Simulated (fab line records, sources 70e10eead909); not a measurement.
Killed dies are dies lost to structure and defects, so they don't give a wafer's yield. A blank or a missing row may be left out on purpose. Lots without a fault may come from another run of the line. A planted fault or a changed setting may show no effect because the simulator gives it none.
A struck lot beside a sound one | flow nand_harc | 15 steps out of a route of 1159
Sound: wafers L296.3, L296.4, L296.5. Struck: wafers L307.2, L307.3, L307.5. The cause comes at the end.
At each step with rows: each side's tool, then ch and its chambers, then its first start. Under that, the readings that differ: sound wafers | struck wafers | difference of the means | sigmas: that difference in standard deviations of wafers without a fault.
alike: readings whose means differ by less than 2 such deviations, and words and numbers that are the same on both sides. not compared: withheld readings, readings that some wafer has no value for, bounds like >300 that may hide the same value, and numbers for which the record gives no deviation and whose values overlap.
The two part at a step that has a row with sigmas, a row that says differs or no value, or rows on one side only. Numbers that don't overlap but have no deviation are shown without sigmas and don't part them. A reading that every wafer of one side lacks parts them only if that side has two wafers or more.

NHARC_A_CONTACT_INSPECT_44:
  sound on defect_inspect-02, day 16 13:54; struck on defect_inspect-01, day 19 05:24
  alike: raw_defect_count
then, 1 step without rows for these wafers: NHARC_A_CONTACT_DESCUM_47 (chemistry O2, time 3 s).
NHARC_A_CONTACT_ETCH_48: etches the open film in CF4, target depth 39 nm, time 65 s.
  sound on rie_diel-08 ch 1,2, day 16 14:08; struck on rie_diel-08 ch 0,2, day 19 05:42
  alike: bias_w, cf4_flow_sccm, drypump_motor_current_A, oes_product_au, rf_vpp_V, showerhead_plenum_p_Torr, throttle_valve_pct
  not compared: rf_hours_counter_h
NHARC_A_CONTACT_ETCH_49: etches the open film in N2/H2, target depth 260 nm, time 475.3 s.
  sound on rie_diel-08 ch 0,2,3; struck on rie_diel-08 ch 2, day 19 05:49
  alike: bias_w, chamber_pressure_mTorr, drypump_motor_current_A, h2_flow_sccm, oes_product_au, rf_vpp_V, showerhead_plenum_p_Torr, throttle_valve_pct
  not compared: rf_hours_counter_h
then, 3 steps without rows for these wafers: NHARC_A_CONTACT_ETCH_50 (etches the open film in CF4/CHF3, target depth 84.7 nm, time 42.4 s); NHARC_A_CONTACT_ETCH_51 (etches the open film in O2/COS, target depth 3600 nm, time 936 s); NHARC_A_CONTACT_ETCH_111 (etches the open film in C4F8/O2/Ar, time 140 s, target depth 700 nm).
NHARC_A_CONTACT_ETCH_112: etches the open film in C4F8/O2/Ar, time 94 s, target depth 922 nm.
  sound on har_cap_etch-03 ch 0,1, day 16 15:50; struck on har_cap_etch-03 ch 1, day 19 07:47
  reading                | sound             | struck            | difference | sigmas
  oes_air_line_au (a.u.) | 0.967 0.973 0.953 | 1.037 1.030 1.016 | +0.063     | +3
  alike: chamber_pressure_mTorr
  not compared: rf_hours_counter_h
NHARC_A_CONTACT_ETCH_113: etches the open film in C4F8/O2/Ar, time 94 s, target depth 922 nm.
  sound on har_cap_etch-03 ch 0,1, day 16 15:55; struck on har_cap_etch-03 ch 1, day 19 07:52
  alike: chamber_pressure_mTorr, oes_air_line_au
  not compared: rf_hours_counter_h
then, 1 step without rows for these wafers: NHARC_A_CONTACT_ETCH_114 (etches the open film in C4F8/O2/Ar, time 94 s, target depth 922 nm).
NHARC_A_CONTACT_ETCH_115: etches the open film in C4F8/O2/Ar, time 94 s, target depth 922 nm.
  sound on har_cap_etch-03 ch 0,1, day 16 16:06; struck on har_cap_etch-03 ch 1, day 19 08:03
  alike: chamber_pressure_mTorr, oes_air_line_au
  not compared: rf_hours_counter_h
then, 1 step without rows for these wafers: NHARC_A_CONTACT_ETCH_116 (etches the open film in C4F8/O2/Ar, time 94 s, target depth 922 nm).
NHARC_A_CONTACT_ETCH_117: etches the open film in C4F8/O2/Ar, time 94 s, target depth 922 nm.
  sound on har_cap_etch-03 ch 0,1, day 16 16:17; struck on har_cap_etch-03 ch 1, day 19 08:14
  no value came back on the struck wafers for chamber_pressure_mTorr (mTorr), oes_air_line_au (a.u.); on the sound wafers chamber_pressure_mTorr (mTorr) reads 19.997 20.014 20.017
  not compared: rf_hours_counter_h
then, 1 step without rows for these wafers: NHARC_A_CONTACT_ETCH_118 (etches the open film in C4F8/O2/Ar, time 94 s, target depth 922 nm).
-- the record jumps here: 3 days lie between the struck wafers' starts before and after (it left off in module A_CONTACT and takes up again in module END, whose first step shown is number 1159 of the route) --
NHARC_END_SORT_01:
  sound on prober-02 ch 0, day 19 15:43; struck on prober-01 ch 0, day 22 06:31
  reading         | sound    | struck                                                               | difference                   | sigmas
  hold            | - - -    | await_dispo/4.8h/scrap await_dispo/4.8h/scrap await_dispo/4.8h/scrap | no value on the sound wafers |
  killed_at_array | 15 13 18 | 673 674 674                                                          | +658                         | +66
  killed_dies     | 19 17 22 | 677 677 677                                                          | +658                         | +66
  alike: killed_at_other, killed_at_periphery, killed_open, killed_short

WHERE THEY PART
First at NHARC_A_CONTACT_ETCH_112; last, within this record, at NHARC_END_SORT_01.

WHY: what the simulator had put in
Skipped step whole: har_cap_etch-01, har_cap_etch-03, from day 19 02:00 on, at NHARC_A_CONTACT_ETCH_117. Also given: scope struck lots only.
